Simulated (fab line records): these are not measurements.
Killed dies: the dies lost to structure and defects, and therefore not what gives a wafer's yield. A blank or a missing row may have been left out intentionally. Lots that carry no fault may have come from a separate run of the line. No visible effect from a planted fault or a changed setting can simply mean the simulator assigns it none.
Split-lot experiment :: flow n5-finfet :: 7 lots, 21 wafers read, on a route of 1938 steps

## SPLIT DETAILS
At N5_BEOL_M10_COAT_05 (resist thk 90 nm), the setting spin-rpm was moved away from the recipe's 1500 rpm on 7 of the 21 wafers read, by -9.8% to +4.2%. For the rest of the wafers, this setting stayed at what the recipe calls for.

The split's own step is where the reading is taken.

## THE READING
CAR-ArF_of_BEOL_M10_COAT_05.thk-nm (the simulator's own value, which no gauge read), in nm, at N5_BEOL_M10_COAT_05 (resist thk 90 nm). The file gives no usual value for it. Across the 14 wafers here that went through the recipe, the average is 90.1 nm and the standard deviation 0.26 nm.

wafer: L078.1
tool, chamber at the split: litho-track-02, 0
spin-rpm as run, rpm: 1500
against the recipe: recipe
CAR-ArF_of_BEOL_M10_COAT_05.thk-nm, nm: 90.2
against lot-mates on the recipe: -

wafer: L078.4
tool, chamber at the split: litho-track-02, 0
spin-rpm as run, rpm: 1500
against the recipe: recipe
CAR-ArF_of_BEOL_M10_COAT_05.thk-nm, nm: 90
against lot-mates on the recipe: -

wafer: L078.5
tool, chamber at the split: litho-track-02, 0
spin-rpm as run, rpm: 1563
against the recipe: +4.2%
CAR-ArF_of_BEOL_M10_COAT_05.thk-nm, nm: 88.4
against lot-mates on the recipe: -1.7

wafer: L081.2
tool, chamber at the split: litho-track-01, 0
spin-rpm as run, rpm: 1500
against the recipe: recipe
CAR-ArF_of_BEOL_M10_COAT_05.thk-nm, nm: 90
against lot-mates on the recipe: -

wafer: L081.5
tool, chamber at the split: litho-track-01, 0
spin-rpm as run, rpm: 1500
against the recipe: recipe
CAR-ArF_of_BEOL_M10_COAT_05.thk-nm, nm: 90
against lot-mates on the recipe: -

wafer: L081.3
tool, chamber at the split: litho-track-01, 0
spin-rpm as run, rpm: 1500
against the recipe: recipe
CAR-ArF_of_BEOL_M10_COAT_05.thk-nm, nm: 89.8
against lot-mates on the recipe: -

wafer: L080.3
tool, chamber at the split: litho-track-02, 0
spin-rpm as run, rpm: 1500
against the recipe: recipe
CAR-ArF_of_BEOL_M10_COAT_05.thk-nm, nm: 90.4
against lot-mates on the recipe: -

wafer: L080.4
tool, chamber at the split: litho-track-02, 0
spin-rpm as run, rpm: 1500
against the recipe: recipe
CAR-ArF_of_BEOL_M10_COAT_05.thk-nm, nm: 90.2
against lot-mates on the recipe: -

wafer: L080.6
tool, chamber at the split: litho-track-02, 0
spin-rpm as run, rpm: 1370
against the recipe: -8.7%
CAR-ArF_of_BEOL_M10_COAT_05.thk-nm, nm: 94.8
against lot-mates on the recipe: +4.5

wafer: L088.1
tool, chamber at the split: litho-track-01, 0
spin-rpm as run, rpm: 1500
against the recipe: recipe
CAR-ArF_of_BEOL_M10_COAT_05.thk-nm, nm: 90.8
against lot-mates on the recipe: -

wafer: L088.3
tool, chamber at the split: litho-track-01, 0
spin-rpm as run, rpm: 1500
against the recipe: recipe
CAR-ArF_of_BEOL_M10_COAT_05.thk-nm, nm: 90.2
against lot-mates on the recipe: -

wafer: L088.5
tool, chamber at the split: litho-track-01, 0
spin-rpm as run, rpm: 1353
against the recipe: -9.8%
CAR-ArF_of_BEOL_M10_COAT_05.thk-nm, nm: 95
against lot-mates on the recipe: +4.5

wafer: L091.1
tool, chamber at the split: litho-track-01, 0
spin-rpm as run, rpm: 1500
against the recipe: recipe
CAR-ArF_of_BEOL_M10_COAT_05.thk-nm, nm: 90
against lot-mates on the recipe: -

wafer: L091.2
tool, chamber at the split: litho-track-01, 0
spin-rpm as run, rpm: 1500
against the recipe: recipe
CAR-ArF_of_BEOL_M10_COAT_05.thk-nm, nm: 89.8
against lot-mates on the recipe: -

wafer: L091.6
tool, chamber at the split: litho-track-01, 0
spin-rpm as run, rpm: 1500
against the recipe: recipe
CAR-ArF_of_BEOL_M10_COAT_05.thk-nm, nm: 89.8
against lot-mates on the recipe: -

wafer: L093.1
tool, chamber at the split: litho-track-01, 0
spin-rpm as run, rpm: 1500
against the recipe: recipe
CAR-ArF_of_BEOL_M10_COAT_05.thk-nm, nm: 90
against lot-mates on the recipe: -

wafer: L093.2
tool, chamber at the split: litho-track-01, 0
spin-rpm as run, rpm: 1546
against the recipe: +3.1%
CAR-ArF_of_BEOL_M10_COAT_05.thk-nm, nm: 88.6
against lot-mates on the recipe: -1.4

wafer: L093.4
tool, chamber at the split: litho-track-01, 0
spin-rpm as run, rpm: 1546
against the recipe: +3.1%
CAR-ArF_of_BEOL_M10_COAT_05.thk-nm, nm: 88.4
against lot-mates on the recipe: -1.6

wafer: L096.2
tool, chamber at the split: litho-track-01, 0
spin-rpm as run, rpm: 1500
against the recipe: recipe
CAR-ArF_of_BEOL_M10_COAT_05.thk-nm, nm: 90.2
against lot-mates on the recipe: -

wafer: L096.5
tool, chamber at the split: litho-track-01, 0
spin-rpm as run, rpm: 1438
against the recipe: -4.1%
CAR-ArF_of_BEOL_M10_COAT_05.thk-nm, nm: 92.4
against lot-mates on the recipe: +2.2

wafer: L096.6
tool, chamber at the split: litho-track-01, 0
spin-rpm as run, rpm: 1438
against the recipe: -4.1%
CAR-ArF_of_BEOL_M10_COAT_05.thk-nm, nm: 92
against lot-mates on the recipe: +1.8

FIT RESULTS
A straight line over all 21 wafers: CAR-ArF_of_BEOL_M10_COAT_05.thk-nm changes by -0.507 nm for each +1% of spin-rpm; r = -0.99; the points scatter about the line by 0.26 nm.
The same after taking each lot's own level away (the mean of its wafers on the recipe; 21 wafers): -0.478 nm for each +1%; r = -0.99; scatter 0.18 nm.
That fit puts the effect of the largest move of spin-rpm on the reading at 4.7 nm.
From 89.87 to 90.50 nm: that is the span of the lots' own levels, equal to 2.4 times the standard deviation above.
The two slopes agree, so the slope changes little with the lot-to-lot level.
Check: with one of the wafers moved furthest among these (-9.8%) left out of the fit, the line predicts +4.85 nm for it against its lot-mates. Against them it came out at +4.5 nm.

## OTHER SPLITS APPLIED TO THESE WAFERS
Before the reading, these wafers also passed through other splits. Each is held against what the fit with the lots' levels taken away leaves over:
other split on the same wafers: N5_BEOL_M9_ILD_DEP_00 time-s
wafers away from the commonest value: 8
r with CAR-ArF_of_BEOL_M10_COAT_05.thk-nm (lot level and that fit taken away): +0.05

other split on the same wafers: N5_BEOL_M9_EXPOSE_08 dose-mj
wafers away from the commonest value: 10
r with CAR-ArF_of_BEOL_M10_COAT_05.thk-nm (lot level and that fit taken away): -0.09

## THE FILE'S OWN FIT
CAR-ArF_of_BEOL_M10_COAT_05.thk-nm changes by -0.479 nm for each +1% of spin-rpm, r = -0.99.
